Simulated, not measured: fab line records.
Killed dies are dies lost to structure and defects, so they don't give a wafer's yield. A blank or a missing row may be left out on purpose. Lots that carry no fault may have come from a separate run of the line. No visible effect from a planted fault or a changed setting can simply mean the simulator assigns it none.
The tool behind it: which one? | flow nand harc | at 1 step of a route of 1159, 6 lots with 18 wafers sampled

## WHAT THE GAUGES SHOWED, per wafer
NHARC_THIN_TSV_CD_MEAS_16.
lot  | measured     | on        | cd nm (nm)
L358 | day 19 00:56 | cd sem-02 | 1002.0 1007.2 997.8
L359 | day 19 11:26 | cd sem-03 | 1003.7 1004.8 1006.1
L364 | day 21 05:46 | cd sem-01 | 995.0 1001.2 998.4
L369 | day 21 15:19 | cd sem-02 | 997.5 994.3 1000.1
L376 | day 24 02:27 | cd sem-02 | 999.2 999.2 998.2
L379 | day 24 10:39 | cd sem-01 | 999.1 1000.4 1004.0

## TOOL THAT RAN EACH LOT (tool first, then ch and the chambers of the sampled wafers, then the start)
Record: no process step prior to these readings.

## THE ANSWER, worked out from the rows above alone
Rule: usual is defined by the lots themselves. Put in order of their means at a reading, lots are off if they are a third of the lots or fewer, leave a main group of 4 or more, and stand apart from it by a gap of 3 or more times the standard deviation of the main group's means; of several such gaps the widest counts. Not used: any main group whose means are identical at the precision the tables above print for the reading. A lot without any number at a reading at which 4 lots or more have one is off too. The other lots that the step has rows for count as sound.
No lot is off on any of the readings shown, so nothing can be concluded from this.

## WHAT THE SIMULATOR HAD PUT IN
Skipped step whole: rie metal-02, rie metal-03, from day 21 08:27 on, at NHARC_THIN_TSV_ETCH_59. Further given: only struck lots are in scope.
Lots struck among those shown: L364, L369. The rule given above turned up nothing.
